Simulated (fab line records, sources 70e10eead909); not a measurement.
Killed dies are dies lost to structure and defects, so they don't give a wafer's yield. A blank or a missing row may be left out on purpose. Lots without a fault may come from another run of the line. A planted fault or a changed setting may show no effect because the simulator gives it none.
fab line records | flow nand_harc | part 1 of 2: steps 1 to 3 of 6
record lots=23 wafers=69 last_day=24
route steps=1159 shown A_STAIRCASE@664 A_SGD_CUT@759 A_SLIT@781
lots that met no fault: from a run of the same line without faults
start_h: hours from the record's first day to the start of the lot's first wafer shown | wait_h: hours since the lot's step before | " the same as in the row above | L1.1+2: a row that stands for several wafers | - no value, or no start given | * or withheld: withheld | < > ~ a bound
route shown NAME@n: a module of which the file shows steps, and the number in the route of the first | usual: mean/standard deviation of fault-free wafers | same: alike in all rows | chamber/n: place in a boat | sites: the reading at each site | _std_site: their standard deviation | _edge_site: outer sites' mean less inner sites' | radius_mm: how far each site lies from the wafer's centre | mask NAME#n: copy n | behind: the tool/chamber that last shaped the wafer | hold: why the lot was held/for how many hours/how that ended | device: the transistor (n, p or np) that didn't switch | end of line: the same wafers' tests at the end of the route | a step without rows: its recipe alone | killed: dies lost to structure and defects at the first sort, not the wafer's yield | map: a wafer's dies, x killed, . not, _ none there
set.NAME: the setting as run; set.NAME@STEP: as run at that earlier step | model.NAME: the simulator's own value behind a step, which no gauge read
steps of the route over a sample of lots; a table a step, a row a wafer
services: from which hour (start_h, from the record's first day; less than 0 if before it) a tool's chamber was out of use, for how many hours, and why
## steps
# step NHARC_A_STAIRCASE_DESCUM_291
# recipe time_s=3 o2_flow_sccm=200 ar_flow_sccm=0 bias_power_w=0 chemistry=O2
# usual chamber_pressure_mTorr=60.00/0.054 drypump_motor_current_A=5.9/0.49 oes_product_au=1.002/0.0082 rf_vpp_V=57.7/0.92 showerhead_plenum_p_Torr=1.90/0.1 throttle_valve_pct=11.310/0.0087
# columns lot.wafer tool chamber start_h wait_h chamber_pressure_mTorr drypump_motor_current_A oes_product_au rf_hours_counter_h rf_vpp_V showerhead_plenum_p_Torr throttle_valve_pct
L074.4 rie_diel-11 2 250.59 - 59.92 5.4 1.006 19 57.7 1.98 11.292
L074.5 " 3 " " 59.96 5.4 1.013 - 56.9 1.77 11.310
L074.6 " 0 " " 59.95 6.5 1.009 - 58.6 1.95 11.299
L079.2 rie_diel-11 2 265.55 - 60.00 5.4 1.007 26 57.4 1.98 11.300
L079.6 " 3 " " 60.08 5.4 0.996 - 57.3 1.77 11.322
L079.5 " 0 " " 60.03 6.5 1.011 - 56.8 1.95 11.302
L075.4 rie_diel-03 0 265.95 - 60.01 5.2 0.995 19 56.5 1.77 11.309
L075.5 " 1 " " 60.00 6.4 1.010 - 57.4 1.80 11.328
L075.6 " 2 " " 60.06 6.7 1.011 - 56.4 1.90 11.329
L077.2 rie_diel-11 0 269.14 - 59.99 6.5 1.011 25 57.9 1.95 11.304
L077.1 " 2 " " 60.04 5.4 1.009 27 56.6 1.98 11.320
L077.6 " 0 " " 59.91 6.5 1.007 - 57.9 1.95 11.300
L076.3 rie_diel-04 3 270.37 - 59.91 6.1 0.992 57 57.6 2.01 11.314
L076.1 " 0 " " 60.06 5.9 0.999 56 58.8 1.96 11.300
L076.4 " 1 " " 60.05 6.2 1.000 57 57.1 1.77 11.317
L078.1 rie_diel-11 3 277.72 - 60.01 5.4 0.997 26 57.7 1.77 11.307
L078.2 " 0 " " 59.96 6.5 1.009 27 60.2 1.95 11.313
L078.5 " 3 " " 59.88 5.4 1.008 - 55.5 1.77 11.319
L083.1 rie_diel-11 2 306.13 - 60.02 5.4 1.003 41 57.2 1.97 11.319
L083.2 " 3 " " 59.99 5.4 1.009 39 59.2 1.77 11.316
L083.5 " 3 " " 59.93 5.4 1.008 - 56.7 1.77 11.313
L080.3 rie_diel-11 0 308.70 - 59.95 6.5 1.007 38 58.3 1.94 11.304
L080.5 " 2 " " 59.94 5.4 1.007 - 58.1 1.97 11.302
L080.6 " 3 " " 59.95 5.5 1.007 - 56.7 1.76 11.309
L081.4 rie_diel-03 3 308.84 - 60.03 6.4 0.997 32 58.6 2.02 11.310
L081.2 " 1 " " 59.98 6.4 1.001 32 55.8 1.80 11.325
L081.6 " 3 " " 60.02 6.4 1.012 - 58.9 2.02 11.305
L082.1 rie_diel-04 3 313.08 - 59.98 6.0 0.987 6 58.3 2.01 11.320
L082.4 " 0 " " 59.96 5.9 1.007 6 56.8 1.95 11.319
L082.5 " 1 " " 60.08 6.2 0.999 - 57.9 2.07 11.308
L085.1 rie_diel-11 1 315.60 - 59.98 5.5 1.001 43 57.8 1.84 11.306
L085.3 " 2 " " 60.02 5.4 1.014 43 57.7 1.97 11.302
L085.6 " 2 " " 60.00 5.4 1.006 - 56.9 1.97 11.312
L084.1 rie_diel-11 1 317.43 - 60.04 5.5 1.008 44 56.6 1.84 11.308
L084.3 " 2 " " 59.99 5.4 0.995 45 58.1 1.97 11.310
L084.2 " 3 " " 60.08 5.4 1.002 43 58.3 1.76 11.305
L086.1 rie_diel-03 3 333.82 - 60.00 6.4 1.005 40 58.5 2.01 11.318
L086.2 " 1 " " 59.99 6.4 0.996 40 58.3 1.79 11.323
L086.6 " 2 " " 60.00 6.7 0.995 - 58.4 1.89 11.310
L087.1 rie_diel-04 1 333.98 - 59.98 6.2 0.994 16 58.6 2.07 11.306
L087.5 " 1 " " 59.99 6.1 1.005 - 57.8 2.07 11.296
L087.6 " 2 " " 60.04 5.6 1.007 - 56.9 1.77 11.325
L092.4 rie_diel-03 3 347.54 - 60.07 6.4 1.005 44 57.3 2.01 11.301
L092.2 " 0 " " 59.99 5.2 1.003 45 56.8 1.77 11.311
L092.3 " 1 " " 60.07 6.4 0.999 45 57.1 1.79 11.310
L091.3 rie_diel-04 0 352.01 - 60.09 5.9 1.025 20 58.3 1.95 11.326
L091.4 " 1 " " 60.06 6.2 0.999 22 58.4 2.07 11.310
L091.6 " 0 " " 59.99 5.9 1.015 - 60.1 1.95 11.303
L089.1 rie_diel-03 1 356.83 - 60.04 6.4 0.996 49 57.1 1.79 11.317
L089.2 " 2 " " 59.94 6.7 1.001 52 57.0 1.89 11.307
L089.4 " 3 " " 60.13 6.4 0.998 49 58.1 2.01 11.306
L088.1 rie_diel-11 2 362.32 - 59.98 5.4 0.996 62 57.9 1.96 11.312
L088.4 " 3 " " 60.04 5.4 1.002 60 57.2 1.76 11.293
L088.6 " 1 " " 59.95 5.5 1.003 - 58.0 1.83 11.320
L093.1 rie_diel-04 3 364.98 - 59.98 6.1 0.996 26 56.6 2.00 11.299
L093.3 " 1 " " 59.98 6.2 1.004 28 58.8 2.07 11.315
L093.6 " 3 " " 60.02 6.0 1.003 - 58.0 2.00 11.302
L090.3 rie_diel-04 3 365.43 - 60.01 6.0 1.002 26 57.4 2.00 11.302
L090.1 " 0 " " 60.07 6.0 1.015 27 57.0 1.95 11.309
L090.6 " 1 " " 59.90 6.1 1.006 - 58.1 2.07 11.322
L094.1 rie_diel-04 0 374.13 - 60.03 6.0 1.000 32 57.2 1.95 11.324
L094.4 " 1 " " 60.06 6.2 0.989 34 59.9 2.06 11.311
L094.3 " 2 " " 60.04 5.6 0.995 29 57.5 1.77 11.310
L095.4 rie_diel-03 3 376.72 - 60.00 6.4 0.998 61 57.9 2.01 11.305
L095.3 " 0 " " 60.09 5.3 0.982 60 57.6 1.76 11.305
L095.1 " 2 " " 59.89 6.7 0.991 62 59.0 1.89 11.304
L097.4 rie_diel-03 1 384.36 - 59.94 6.4 0.997 61 57.1 1.79 11.302
L097.2 " 0 " " 60.01 5.3 0.994 63 57.6 1.76 11.307
L097.5 " 1 " " 60.00 6.4 0.989 - 57.9 1.79 11.297
# step NHARC_A_STAIRCASE_DESCUM_312
# recipe time_s=3 o2_flow_sccm=200 ar_flow_sccm=0 bias_power_w=0 chemistry=O2
# usual chamber_pressure_mTorr=60.00/0.058 drypump_motor_current_A=5.9/0.49 oes_product_au=1.002/0.0072 rf_vpp_V=57.7/0.93 showerhead_plenum_p_Torr=1.89/0.1 throttle_valve_pct=11.309/0.0089
# columns lot.wafer tool chamber start_h wait_h chamber_pressure_mTorr drypump_motor_current_A oes_product_au rf_hours_counter_h rf_vpp_V showerhead_plenum_p_Torr throttle_valve_pct
L074.4 rie_diel-04 0 257.17 - 59.94 6.0 1.002 50 57.5 1.96 11.287
L074.5 " 0 " " 60.07 6.0 1.005 - 58.4 1.96 11.309
L074.6 " 1 " " 60.06 6.2 1.002 - 57.8 1.77 11.322
L079.2 rie_diel-11 1 271.04 - 60.03 5.5 1.012 28 58.3 1.84 11.305
L079.5 " 0 " " 60.02 6.5 1.009 - 59.3 1.95 11.309
L079.6 " 1 " " 59.98 5.5 0.997 - 57.5 1.84 11.312
L075.6 rie_diel-03 3 271.25 - 60.00 6.4 0.995 - 57.7 2.02 11.318
L075.4 " 0 " " 60.02 5.3 1.014 - 57.2 1.77 11.317
L075.5 " 2 " " 59.92 6.7 1.004 - 56.8 1.90 11.304
L077.2 rie_diel-11 2 276.07 - 60.02 5.4 1.013 28 58.5 1.98 11.316
L077.1 " 0 " " 59.98 6.5 1.017 26 58.4 1.95 11.301
L077.6 " 3 " " 59.96 5.4 1.019 - 56.4 1.77 11.320
L076.1 rie_diel-04 1 277.76 - 60.02 6.1 1.009 57 57.7 1.76 11.291
L076.4 " 2 " " 60.03 5.6 0.993 60 56.0 1.78 11.303
L076.3 " 3 " " 59.98 6.1 0.992 58 60.4 2.01 11.308
L078.1 rie_diel-03 1 282.80 - 60.04 6.4 1.004 21 57.0 1.80 11.315
L078.2 " 0 " " 60.04 5.3 0.988 24 57.1 1.77 11.303
L078.5 " 1 " " 60.05 6.4 0.998 - 58.4 1.80 11.304
L083.2 rie_diel-11 1 313.73 - 59.95 5.5 1.002 43 57.0 1.84 11.316
L083.1 " 0 " " 60.15 6.5 1.006 39 59.8 1.94 11.312
L083.5 " 2 " " 60.09 5.4 1.006 - 57.4 1.97 11.309
L080.3 rie_diel-11 2 314.93 - 59.94 5.4 1.000 43 57.3 1.97 11.303
L080.6 " 1 " " 59.99 5.5 0.996 - 58.3 1.84 11.310
L080.5 " 2 " " 60.04 5.4 0.996 - 59.0 1.97 11.321
L081.4 rie_diel-11 3 315.06 - 60.11 5.4 0.996 41 57.2 1.76 11.304
L081.2 " 0 " " 60.01 6.5 1.010 40 57.1 1.94 11.311
L081.6 " 0 " " 59.97 6.5 1.004 - 58.4 1.94 11.320
L082.1 rie_diel-03 2 319.18 - 59.90 6.7 1.014 39 57.6 1.90 11.290
L082.4 " 1 " " 60.00 6.4 1.001 36 58.2 1.79 11.303
L082.5 " 2 " " 59.99 6.7 1.003 - 57.6 1.90 11.309
L085.1 rie_diel-04 1 321.21 - 59.96 6.2 1.000 12 58.8 2.07 11.310
L085.3 " 3 " " 60.04 6.1 0.988 11 59.2 2.01 11.303
L085.6 " 1 " " 60.06 6.2 1.001 - 59.4 2.07 11.299
L084.1 rie_diel-11 0 322.86 - 60.07 6.5 1.004 43 56.5 1.94 11.317
L084.3 " 1 " " 59.95 5.5 1.004 46 56.9 1.84 11.312
L084.2 " 2 " " 59.97 5.4 0.997 47 58.8 1.97 11.300
L086.1 rie_diel-04 2 338.89 - 60.09 5.6 0.992 13 57.1 1.77 11.300
L086.2 " 0 " " 60.05 6.0 0.995 17 58.3 1.95 11.293
L086.6 " 1 " " 59.90 6.2 0.995 - 59.3 2.07 11.304
L087.1 rie_diel-11 3 339.11 - 60.07 5.4 1.005 48 57.3 1.76 11.305
L087.5 " 1 " " 60.02 5.5 0.997 - 56.6 1.84 11.317
L087.6 " 2 " " 59.90 5.4 0.999 - 58.3 1.97 11.298
L092.4 rie_diel-04 2 352.66 - 59.96 5.6 1.004 18 57.0 1.77 11.308
L092.3 " 0 " " 60.07 5.9 1.005 21 58.7 1.95 11.316
L092.2 " 1 " " 60.06 6.2 0.998 22 58.0 2.07 11.326
L091.3 rie_diel-03 0 359.00 - 59.95 5.3 0.992 51 57.2 1.76 11.317
L091.4 " 2 " " 60.01 6.7 0.997 53 59.3 1.89 11.330
L091.6 " 0 " " 59.99 5.2 0.994 - 56.1 1.76 11.303
L089.4 rie_diel-11 1 364.16 - 59.87 5.5 1.008 62 57.5 1.83 11.329
L089.2 " 2 " " 59.99 5.4 1.007 63 56.9 1.96 11.332
L089.1 " 3 " " 60.06 5.4 1.013 60 56.2 1.76 11.290
L088.1 rie_diel-04 1 370.20 - 59.99 6.2 0.997 32 58.3 2.07 11.316
L088.4 " 2 " " 60.01 5.7 1.020 27 57.2 1.77 11.324
L088.6 " 3 " " 59.97 6.0 1.005 - 57.7 2.00 11.303
L093.1 rie_diel-04 1 370.73 - 60.05 6.2 0.994 32 59.1 2.07 11.318
L093.3 " 0 " " 59.94 6.0 1.008 31 57.0 1.95 11.301
L093.6 " 2 " " 59.92 5.6 1.000 - 58.1 1.77 11.311
L090.1 rie_diel-03 1 372.39 - 59.96 6.4 0.998 57 55.5 1.79 11.308
L090.3 " 2 " " 59.91 6.7 1.005 61 57.3 1.89 11.308
L090.6 " 2 " " 60.05 6.7 1.004 - 59.5 1.89 11.311
L094.1 rie_diel-03 0 380.71 - 60.09 5.3 0.995 61 56.7 1.76 11.306
L094.3 " 1 " " 59.97 6.4 0.997 60 56.4 1.79 11.300
L094.4 " 2 " " 60.07 6.7 1.008 63 57.4 1.89 11.324
L095.1 rie_diel-03 1 384.13 - 60.13 6.4 0.995 61 57.1 1.79 11.306
L095.4 " 2 " " 59.87 6.7 0.995 64 56.8 1.89 11.309
L095.3 " 0 " " 59.94 5.3 0.995 63 58.4 1.76 11.310
L097.4 rie_diel-03 0 390.58 - 59.99 5.3 1.002 65 58.1 1.76 11.304
L097.2 " 1 " " 59.94 6.4 0.993 63 57.1 1.79 11.318
L097.5 " 1 " " 59.89 6.4 1.004 - 56.7 1.79 11.302
# step NHARC_A_STAIRCASE_DEP_151
# recipe target_thk_a=38000 temp_c=400 target_thk_nm=3800 teos_flow_sccm=200 rf_w=500 material=SiO2
# usual heater_power_w=670/86 mfc_precursor_sccm=200.0/0.58
# columns lot.wafer tool chamber start_h wait_h heater_power_w mfc_precursor_sccm since_wet_clean_h
L074.4 pecvd-02 2 273.62 0.7 535 200.1 -
L074.6 " 0 " " 737 200.0 -
L074.5 " 1 " " 625 200.4 -
L079.2 pecvd-03 0 289.46 0.6 643 200.1 166
L079.6 " 1 " " 517 200.2 -
L079.5 " 0 " " 606 200.9 -
L075.5 pecvd-02 2 289.59 0.7 548 199.9 -
L075.4 " 0 " " 736 200.3 -
L075.6 " 1 " " 614 199.7 -
L076.1 pecvd-02 2 292.40 0.4 684 200.3 127
L076.3 " 1 " " 730 199.8 127
L076.4 " 1 " " 621 200.7 -
L077.1 pecvd-01 1 292.67 0.7 590 200.2 43
L077.2 " 2 " " 766 200.0 43
L077.6 " 2 " " 668 199.6 -
L078.2 pecvd-02 0 302.01 0.5 745 199.5 136
L078.1 " 1 " " 789 199.8 136
L078.5 " 0 " " 707 200.2 -
L080.3 pecvd-01 0 331.78 0.5 668 199.9 82
L080.6 " 1 " " 555 200.6 -
L080.5 " 2 " " 663 200.5 -
L081.2 pecvd-02 0 331.84 0.6 881 200.4 166
L081.4 " 2 " " 536 200.2 -
L081.6 " 1 " " 637 199.9 -
L083.2 pecvd-03 1 335.44 0.5 645 200.5 31
L083.1 " 2 " " 649 200.7 31
L083.5 " 0 " " 677 200.4 -
L082.1 pecvd-01 0 335.86 0.9 810 200.7 86
L082.4 " 1 " " 554 200.4 -
L082.5 " 0 " " 659 199.8 -
L084.2 pecvd-03 2 342.25 0.4 748 198.7 37
L084.1 " 0 " " 704 200.2 37
L084.3 " 1 " " 596 199.2 38
L085.3 pecvd-01 2 342.35 0.5 739 199.3 92
L085.1 " 0 " " 692 199.5 92
L085.6 " 0 " " 664 200.1 -
L086.1 pecvd-02 1 355.49 0.4 696 200.0 9
L086.2 " 0 " " 838 199.9 9
L086.6 " 0 " " 694 200.1 -
L087.1 pecvd-01 0 355.58 0.5 787 199.5 105
L087.6 " 1 " " 556 199.6 -
L087.5 " 2 " " 668 200.7 -
L092.2 pecvd-03 1 369.62 0.4 676 200.4 65
L092.3 " 2 " " 722 199.9 65
L092.4 " 0 " " 667 200.1 -
L091.3 pecvd-02 1 376.77 0.6 643 198.4 30
L091.4 " 2 " " 528 199.8 -
L091.6 " 1 " " 639 199.6 -
L089.1 pecvd-01 2 380.43 0.4 706 200.2 130
L089.2 " 0 " " 816 199.0 130
L089.4 " 1 " " 559 198.8 -
L090.1 pecvd-01 2 387.86 0.5 725 200.8 138
L090.3 " 0 " " 763 200.4 138
L090.6 " 1 " " 543 199.5 -
L088.1 pecvd-03 1 388.10 0.7 632 199.3 83
L088.4 " 2 " " 644 199.9 -
L088.6 " 1 " " 526 199.5 -
L093.3 pecvd-02 0 388.11 0.7 882 198.9 41
L093.1 " 2 " " 661 199.8 41
L093.6 " 0 " " 696 199.4 -
L094.3 pecvd-03 2 397.07 0.5 749 200.7 92
L094.1 " 0 " " 817 199.9 92
L094.4 " 0 " " 678 200.3 -
L095.3 pecvd-01 0 401.16 0.4 682 201.2 151
L095.1 " 1 " " 645 200.6 151
L095.4 " 1 " " 541 201.1 -
L097.2 pecvd-01 0 406.81 0.7 798 199.3 157
L097.4 " 2 " " 678 200.0 -
L097.5 " 0 " " 653 199.2 -
